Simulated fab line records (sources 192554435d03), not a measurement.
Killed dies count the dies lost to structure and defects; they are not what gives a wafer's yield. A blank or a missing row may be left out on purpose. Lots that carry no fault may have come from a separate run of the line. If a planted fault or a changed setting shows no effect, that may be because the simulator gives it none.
Chamber matching / flow n5Finfet / N5_BEOL_M4_PRE_CLEAN_60 on cvdCo-02 has 3 sister chambers
The step time 15 s. 3 wafers are shown with their chamber, then 7 later ones without.

## WAFERS, EACH WITH ITS CHAMBER
wafer=L859.3; chamber=0; heaterPowerW (W)=87
wafer=L871.1; chamber=1; heaterPowerW (W)=96
wafer=L871.2; chamber=2; heaterPowerW (W)=64

## WAFERS WITH NO CHAMBER GIVEN
wafer=L871.6; heaterPowerW (W)=88
wafer=L870.4; heaterPowerW (W)=97
wafer=L870.5; heaterPowerW (W)=86
wafer=L870.6; heaterPowerW (W)=66
wafer=L872.1; heaterPowerW (W)=96
wafer=L872.4; heaterPowerW (W)=67
wafer=L872.5; heaterPowerW (W)=85

## WHICH CHAMBER EACH ONE RAN IN
wafer=L871.6; from the rows above=0; in truth=0
wafer=L870.4; from the rows above=1; in truth=1
wafer=L870.5; from the rows above=0; in truth=0
wafer=L870.6; from the rows above=2; in truth=2
wafer=L872.1; from the rows above=1; in truth=1
wafer=L872.4; from the rows above=2; in truth=2
wafer=L872.5; from the rows above=0; in truth=0
7 of 7 placed correctly. Left unplaced by these rows: 0. Placed wrongly: 0.
How it was worked out, from the rows above alone: a wafer's distance from a chamber is the root of the sum, over the readings, of the square of ((its reading less the chamber's mean) divided by the reading's scatter). The wafer belongs to the nearest chamber; if the next one is less than 2 further off, it can't be placed. The mean given for a chamber averages the wafers shown for that chamber. The scatter: with one shown wafer a chamber, the root of the mean of the squares of how far each hidden wafer lies from its nearest shown one.
